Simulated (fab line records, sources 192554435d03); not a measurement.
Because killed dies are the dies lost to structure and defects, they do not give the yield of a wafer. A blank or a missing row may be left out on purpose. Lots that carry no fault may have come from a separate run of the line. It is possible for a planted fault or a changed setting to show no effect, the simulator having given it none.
Which tool is to blame? | flow n5 finfet | 11 lots, 33 wafers sampled, at 4 steps of a route of 1938

== WHAT THE GAUGES SHOWED, per wafer ==
N5_PASSIVATION_OVL_MEAS_66. Usual: PASS_OPEN_OVL -2 nm, standard deviation 5.3.
lot  | measured     | on         | PASS_OPEN_OVL (nm) | flag
L114 | day 12 05:53 | overlay-02 | 1 1 2              |
L113 | day 12 03:56 | overlay-01 | 4 0 3              |
L115 | day 12 10:44 | overlay-02 | 6 5 3              |
L117 | day 13 01:00 | overlay-01 | -5 -2 -2           |
L118 | day 13 01:21 | overlay-01 | -1 -9 0            |
L119 | day 13 03:37 | overlay-02 | -5 0 -4            |
L120 | day 13 10:48 | overlay-01 | -7 4 -2            |
L128 | day 15 09:38 | overlay-01 | -4 -5 -8           |
L130 | day 15 13:46 | overlay-02 | 0 -7 0             |
L136 | day 18 00:58 | overlay-01 | -13 -13 -8         |
L135 | day 18 23:20 | overlay-01 | -5 -3 -13          |

== TOOL THAT RAN EACH LOT (tool first, then ch and the chambers of the sampled wafers, then the start) ==
lot  | N5_BEOL_M6_PECVD_70             | N5_MIM_TOP_ETCH_ETCH_00           | N5_PASSIVATION_AL_ETCH_33
L114 | pecvd-04 ch 0,2, day 8 15:01    | rie metal-03 ch 0,1, day 11 23:12 | rie metal-01 ch 1, day 12 04:17
L113 | pecvd-01 ch 0,1,2, day 8 20:23  | rie metal-01 ch 0,1, day 11 22:07 | rie metal-01 ch 0,1, day 12 02:28
L115 | pecvd-03 ch 1,2, day 8 20:41    | rie metal-01 ch 0,1, day 12 03:02 | rie metal-02 ch 0,1, day 12 09:16
L117 | pecvd-01 ch 0,1,2, day 9 13:46  | rie metal-03 ch 0,1, day 12 17:25 | rie metal-01 ch 0,1, day 12 23:25
L118 | pecvd-04 ch 0,1, day 9 14:03    | rie metal-01 ch 0,1, day 12 17:32 | rie metal-02 ch 0,1, day 12 23:37
L119 | pecvd-01 ch 1,2, day 9 20:27    | rie metal-02 ch 0,1, day 12 19:50 | rie metal-03 ch 0,1, day 13 01:51
L120 | pecvd-01 ch 0,2, day 10 09:07   | rie metal-03 ch 0,1, day 13 04:47 | rie metal-03 ch 0,1, day 13 09:05
L128 | pecvd-01 ch 0,1, day 11 22:34   | rie metal-03 ch 0,1, day 15 00:45 | rie metal-01 ch 1, day 15 07:30
L130 | pecvd-01 ch 0,2, day 12 11:13   | rie metal-02 ch 1, day 15 07:46   | rie metal-01 ch 0,1, day 15 12:14
L136 | pecvd-03 ch 0,1,2, day 14 00:59 | rie metal-01 ch 1, day 17 16:44   | rie metal-03 ch 1, day 17 23:16
L135 | pecvd-04 ch 0,1, day 14 22:13   | rie metal-02 ch 0,1, day 18 16:44 | rie metal-02 ch 0,1, day 18 21:37
- N5_BEOL_M6_PECVD_70: deposits SiO2 from TEOS/O2, target thk 20 nm, time 22.7 s.
- N5_MIM_TOP_ETCH_ETCH_00: etches TiN in Cl2/BCl3, target depth 38.5 nm.
- N5_PASSIVATION_AL_ETCH_33: etches Al in Cl2/BCl3, stops on TaN, target depth 2800 nm, time 466.7 s.

== WHAT THE TOOLS THEMSELVES READ (means of the sampled wafers that have a number; where no wafer has one, the mark that the record gives instead) ==
N5_BEOL_M6_PECVD_70. Usual: heater power w 723 W, standard deviation 130; showerhead plenum p Torr 8.79 Torr, standard deviation 0.077; susceptor temp C 399.99 C, standard deviation 0.22; throttle valve pct 22.2 %, standard deviation 1.3.
lot  | tool     | heater power w (W) | showerhead plenum p Torr (Torr) | susceptor temp C (C) | throttle valve pct (%) | flag
L114 | pecvd-04 | 649                | 8.83                            | 399.86               | 22.9                   |
L113 | pecvd-01 | 789                | 8.81                            | 400.16               | 22.1                   |
L115 | pecvd-03 | 810                | 8.78                            | 400.15               | 23.8                   |
L117 | pecvd-01 | 832                | 8.80                            | 400.06               | 22.3                   |
L118 | pecvd-04 | 579                | 8.72                            | 400.15               | 21.6                   |
L119 | pecvd-01 | 897                | 8.85                            | 399.97               | 23.2                   |
L120 | pecvd-01 | 771                | 8.73                            | 400.16               | 21.2                   |
L128 | pecvd-01 | 769                | 8.84                            | 399.87               | 22.6                   |
L130 | pecvd-01 | 702                | 8.76                            | 399.77               | 21.7                   |
L136 | pecvd-03 | 752                | 8.78                            | 399.86               | 22.9                   |
L135 | pecvd-04 | 640                | 8.77                            | 400.04               | 21.4                   |

N5_MIM_TOP_ETCH_ETCH_00. Usual: chamber pressure mTorr 9.999 mTorr, standard deviation 0.0093; drypump motor current A 6.0 A, standard deviation 0.45; oes product au 0.72 a.u., standard deviation 0.067; throttle valve pct 22.91 %, standard deviation 0.25.
lot  | tool         | chamber pressure mTorr (mTorr) | drypump motor current A (A) | oes product au (a.u.) | throttle valve pct (%) | flag
L114 | rie metal-03 | 9.995                          | 6.2                         | 0.73                  | 22.94                  |
L113 | rie metal-01 | 10.005                         | 6.0                         | 0.65                  | 23.13                  |
L115 | rie metal-01 | 10.001                         | 6.0                         | 0.65                  | 23.15                  |
L117 | rie metal-03 | 9.997                          | 6.2                         | 0.73                  | 22.93                  |
L118 | rie metal-01 | 10.000                         | 5.9                         | 0.63                  | 23.24                  |
L119 | rie metal-02 | 10.007                         | 6.2                         | 0.73                  | 22.46                  |
L120 | rie metal-03 | 9.989                          | 6.2                         | 0.73                  | 22.95                  |
L128 | rie metal-03 | 9.992                          | 6.2                         | 0.72                  | 22.96                  |
L130 | rie metal-02 | 9.994                          | 5.7                         | 0.81                  | 22.64                  |
L136 | rie metal-01 | 10.008                         | 6.1                         | 0.65                  | 23.08                  |
L135 | rie metal-02 | 9.997                          | 6.2                         | 0.71                  | 22.48                  |

N5_PASSIVATION_AL_ETCH_33. Usual: chamber pressure mTorr 10.000 mTorr, standard deviation 0.0095; drypump motor current A 6.0 A, standard deviation 0.4; oes product au 0.66 a.u., standard deviation 0.074; throttle valve pct 34.5 %, standard deviation 0.37.
lot  | tool         | chamber pressure mTorr (mTorr) | drypump motor current A (A) | oes product au (a.u.) | throttle valve pct (%) | flag
L114 | rie metal-01 | 10.002                         | 6.1                         | 0.61                  | 34.7                   |
L113 | rie metal-01 | 10.014                         | 5.9                         | 0.59                  | 34.9                   |
L115 | rie metal-02 | 9.990                          | 6.2                         | 0.68                  | 33.9                   |
L117 | rie metal-01 | 9.993                          | 5.9                         | 0.58                  | 35.0                   |
L118 | rie metal-02 | 10.005                         | 6.0                         | 0.70                  | 34.1                   |
L119 | rie metal-03 | 9.995                          | 5.9                         | 0.68                  | 34.4                   |
L120 | rie metal-03 | 9.996                          | 5.9                         | 0.69                  | 34.3                   |
L128 | rie metal-01 | 10.002                         | 6.1                         | 0.59                  | 34.7                   |
L130 | rie metal-01 | 9.995                          | 5.9                         | 0.70                  | 34.8                   |
L136 | rie metal-03 | 9.997                          | 5.5                         | 0.68                  | 34.3                   |
L135 | rie metal-02 | 10.004                         | 6.2                         | 0.64                  | 33.9                   |

== THE ANSWER, worked out from the rows above alone ==
Rule: lot off if the mean of its wafers having a number is beyond 3 standard deviations from the usual mean. A lot without any number at a reading at which 4 lots or more have one is off too. Where the step has rows for the other lots, those lots are counted as sound. The gauges are gone through in route order, then the tools' own readings, and for those a lot's mean is taken as printed above. The first step at which some lot is off is used, and at that step the reading that is off furthest; a lot without a number counts as furthest.
No lot is off on any of the readings shown, so nothing can be concluded from this.

== WHAT WAS PUT IN BY THE SIMULATOR ==
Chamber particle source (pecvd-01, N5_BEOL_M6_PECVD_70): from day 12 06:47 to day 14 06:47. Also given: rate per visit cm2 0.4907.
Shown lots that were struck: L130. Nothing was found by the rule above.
